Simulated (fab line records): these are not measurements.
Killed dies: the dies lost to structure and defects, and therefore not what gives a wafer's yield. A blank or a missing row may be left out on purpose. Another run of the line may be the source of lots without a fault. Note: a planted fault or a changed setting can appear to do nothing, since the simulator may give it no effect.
Which tool is to blame? + flow nandHarc + Sampling: 13 lots, 39 wafers, 5 of 1302 route steps

== WHAT EACH GAUGE READ, for each wafer ==
NHARC_END_SORT_01. Usual: defectLimitedYield 90.1 % (standard deviation 2.5); killedAtArray 62 (standard deviation 18); killedAtOther 0.9 (standard deviation 1.2); killedAtPeriphery 4.2 (standard deviation 2.9); killedDies 67 (standard deviation 17); killedOpen 3.6 (standard deviation 1.9); killedShort 2.5 (standard deviation 1.6).
| lot  | measured     | on        | defectLimitedYield (%) | killedAtArray | killedAtOther | killedAtPeriphery | killedDies | killedOpen | killedShort | flag |
|------|--------------|-----------|------------------------|---------------|---------------|-------------------|------------|------------|-------------|------|
| L762 | day 27 03:27 | prober-01 | 0 91.1 91.4            | 61 57 52      | 2 2 4         | 614 1 2           | 677 60 58  | 2 2 3      | 3 3 4       | OFF  |
| L764 | day 27 23:34 | prober-02 | 89.2 88.8 0            | 72 75 73      | 0 0 0         | 1 1 604           | 73 76 677  | 4 1 3      | 1 5 2       | OFF  |

== EACH LOT AND THE TOOL THAT RAN IT (in order: tool; ch and the chambers of the sampled wafers; start) ==
| lot  | NHARC_P_M1_DEP_00               | NHARC_THIN_TSV_STRIP_45             | NHARC_THIN_TSV_DEP_47           | NHARC_THIN_TSV_PVD_19                  |
|------|---------------------------------|-------------------------------------|---------------------------------|----------------------------------------|
| L754 | pecvd-03 ch 0,2, day 5 09:39    | plasmaAsher-01 ch 0, day 24 00:08   | pecvd-02 ch 0,1,2, day 24 00:52 | pvdSputter-03, no start                |
| L758 | pecvd-04 ch 0,1, day 6 21:14    | plasmaAsher-01 ch 0,1, day 24 04:49 | pecvd-04 ch 1,2, day 24 05:40   | pvdSputter-03, no start                |
| L759 | pecvd-03 ch 1,2, day 7 03:15    | plasmaAsher-01 ch 1, day 25 06:13   | pecvd-04 ch 0,1,2, day 25 07:04 | pvdSputter-02, no start                |
| L757 | pecvd-02 ch 1,2, day 7 14:43    | plasmaAsher-02 ch 0,1, day 25 02:23 | pecvd-02 ch 0,1, day 25 03:05   | pvdSputter-03, no start                |
| L760 | pecvd-04 ch 0,1,2, day 7 20:05  | plasmaAsher-01 ch 0,1, day 25 03:25 | pecvd-04 ch 0,1,2, day 25 04:10 | pvdSputter-02, no start                |
| L761 | pecvd-04 ch 0,1, day 8 09:06    | plasmaAsher-01 ch 0,1, day 26 08:02 | pecvd-03 ch 0,1,2, day 26 08:50 | pvdSputter-01, no start                |
| L762 | pecvd-04 ch 0,1,2, day 8 09:36  | plasmaAsher-01 ch 0,1, day 26 12:52 | pecvd-02 ch 1,2, day 26 13:40   | pvdSputter-01, day 27 03:27 or earlier |
| L763 | pecvd-02 ch 0,1,2, day 9 06:49  | plasmaAsher-02 ch 0,1, day 26 23:48 | pecvd-03 ch 1,2, day 27 00:36   | pvdSputter-03, no start                |
| L764 | pecvd-04 ch 0,1,2, day 9 12:17  | plasmaAsher-02 ch 0,1, day 27 07:16 | pecvd-03 ch 0,1, day 27 08:08   | pvdSputter-01, day 27 23:34 or earlier |
| L774 | pecvd-03 ch 0,1,2, day 13 10:34 | plasmaAsher-01 ch 0,1, day 31 05:42 | pecvd-04 ch 0,1,2, day 31 06:32 | pvdSputter-01, no start                |
| L773 | pecvd-02 ch 0,2, day 13 10:49   | plasmaAsher-01 ch 0,1, day 31 17:40 | pecvd-04 ch 1,2, day 31 18:28   | pvdSputter-03, no start                |
| L776 | pecvd-02 ch 0,1,2, day 14 09:29 | plasmaAsher-01 ch 0,1, day 31 21:52 | pecvd-03 ch 0,1, day 31 22:43   | pvdSputter-03, no start                |
| L777 | pecvd-02 ch 0,1,2, day 14 16:34 | plasmaAsher-02 ch 0,1, day 32 05:20 | pecvd-04 ch 0,1,2, day 32 06:08 | pvdSputter-03, no start                |
- NHARC_P_M1_DEP_00: deposits SiOC, target thk 182.5 nm.
- NHARC_THIN_TSV_STRIP_45: strips in O2.
- NHARC_THIN_TSV_DEP_47: deposits SiO2, target thk 200 nm.
- NHARC_THIN_TSV_PVD_19: deposits TaN, target thk 20 nm.

== AS READ BY THE TOOLS THEMSELVES (means over the sampled wafers that have a number; for cases with no such wafer, the mark the record gives instead) ==
NHARC_P_M1_DEP_00. Usual: showerheadVppV reads 1466 V (standard deviation 71).
| lot  | tool     | showerheadVppV (V) | flag |
|------|----------|--------------------|------|
| L754 | pecvd-03 | 1550               |      |
| L758 | pecvd-04 | 1451               |      |
| L759 | pecvd-03 | 1415               |      |
| L757 | pecvd-02 | 1475               |      |
| L760 | pecvd-04 | 1429               |      |
| L761 | pecvd-04 | 1459               |      |
| L762 | pecvd-04 | 1444               |      |
| L763 | pecvd-02 | 1472               |      |
| L764 | pecvd-04 | 1443               |      |
| L774 | pecvd-03 | 1478               |      |
| L773 | pecvd-02 | 1467               |      |
| L776 | pecvd-02 | 1479               |      |
| L777 | pecvd-02 | 1479               |      |

NHARC_THIN_TSV_STRIP_45. Usual: drypumpMotorCurrentA 5.7 A, standard deviation 0.41; heaterPowerW 332 W, standard deviation 28.
| lot  | tool           | drypumpMotorCurrentA (A) | heaterPowerW (W) | flag |
|------|----------------|--------------------------|------------------|------|
| L754 | plasmaAsher-01 | 5.6                      | 376              |      |
| L758 | plasmaAsher-01 | 5.3                      | 335              |      |
| L759 | plasmaAsher-01 | 5.2                      | 319              |      |
| L757 | plasmaAsher-02 | 6.2                      | 311              |      |
| L760 | plasmaAsher-01 | 5.5                      | 349              |      |
| L761 | plasmaAsher-01 | 5.3                      | 336              |      |
| L762 | plasmaAsher-01 | 5.4                      | 344              |      |
| L763 | plasmaAsher-02 | 6.2                      | 325              |      |
| L764 | plasmaAsher-02 | 6.2                      | 319              |      |
| L774 | plasmaAsher-01 | 5.5                      | 335              |      |
| L773 | plasmaAsher-01 | 5.3                      | 333              |      |
| L776 | plasmaAsher-01 | 5.3                      | 335              |      |
| L777 | plasmaAsher-02 | 6.2                      | 323              |      |

NHARC_THIN_TSV_DEP_47. Usual: showerheadVppV 1797 V, standard deviation 93; throttleValvePct 15.8 %, standard deviation 0.4.
| lot  | tool     | showerheadVppV (V) | throttleValvePct (%) | flag |
|------|----------|--------------------|----------------------|------|
| L754 | pecvd-02 | 1806               | 15.8                 |      |
| L758 | pecvd-04 | 1835               | 16.3                 |      |
| L759 | pecvd-04 | 1751               | 16.1                 |      |
| L757 | pecvd-02 | 1821               | 15.7                 |      |
| L760 | pecvd-04 | 1775               | 16.2                 |      |
| L761 | pecvd-03 | 1823               | 15.6                 |      |
| L762 | pecvd-02 | 1818               | 15.8                 |      |
| L763 | pecvd-03 | 1749               | 15.9                 |      |
| L764 | pecvd-03 | 1843               | 15.7                 |      |
| L774 | pecvd-04 | 1768               | 16.1                 |      |
| L773 | pecvd-04 | 1829               | 16.0                 |      |
| L776 | pecvd-03 | 1886               | 15.4                 |      |
| L777 | pecvd-04 | 1761               | 16.2                 |      |

NHARC_THIN_TSV_PVD_19. Usual: throttleValvePct reads 30.6 % (standard deviation 1.1).
| lot  | tool          | throttleValvePct (%) | flag |
|------|---------------|----------------------|------|
| L754 | pvdSputter-03 | 30.8                 |      |
| L758 | pvdSputter-03 | 30.6                 |      |
| L759 | pvdSputter-02 | 30.0                 |      |
| L757 | pvdSputter-03 | 30.4                 |      |
| L760 | pvdSputter-02 | 30.1                 |      |
| L761 | pvdSputter-01 | 31.2                 |      |
| L762 | pvdSputter-01 | 31.7                 |      |
| L763 | pvdSputter-03 | 30.9                 |      |
| L764 | pvdSputter-01 | 30.2                 |      |
| L774 | pvdSputter-01 | 31.1                 |      |
| L773 | pvdSputter-03 | 29.9                 |      |
| L776 | pvdSputter-03 | 30.4                 |      |
| L777 | pvdSputter-03 | 30.1                 |      |

== THE ANSWER, worked out from the rows above alone ==
Rule: a lot counts as off when the mean over its wafers that have a number is more than 3 standard deviations away from the usual mean. Also off: a lot with no number at a reading for which 4 or more lots have one. Where the step has rows for the other lots, those lots are counted as sound. After the gauges, taken in route order, come the tools' own readings; for these a lot's mean is taken, as printed above. At the first step where some lot is off, the reading lying furthest off is the one used; lots without a number count as furthest.
Off: L762, L764, at NHARC_END_SORT_01 (killedAtPeriphery). Neither off nor sound, because the step has no rows for them: L754, L758, L759, L757, L760, L761, L763, L774, L773, L776, L777.
If a tool, at a process step before that reading, ran all the lots that are off and no sound lot after the first of them, it fits. Gauges at NHARC_END_SORT_01: tried the same way as those tools. NHARC_THIN_TSV_PVD_19: start missing for some lots; hours and lot order therefore follow NHARC_END_SORT_01. Undecided on this evidence; 2 tools fit (pecvd-04 at NHARC_P_M1_DEP_00, pvdSputter-01 at NHARC_THIN_TSV_PVD_19).

== WHAT HAD BEEN PUT IN BY THE SIMULATOR ==
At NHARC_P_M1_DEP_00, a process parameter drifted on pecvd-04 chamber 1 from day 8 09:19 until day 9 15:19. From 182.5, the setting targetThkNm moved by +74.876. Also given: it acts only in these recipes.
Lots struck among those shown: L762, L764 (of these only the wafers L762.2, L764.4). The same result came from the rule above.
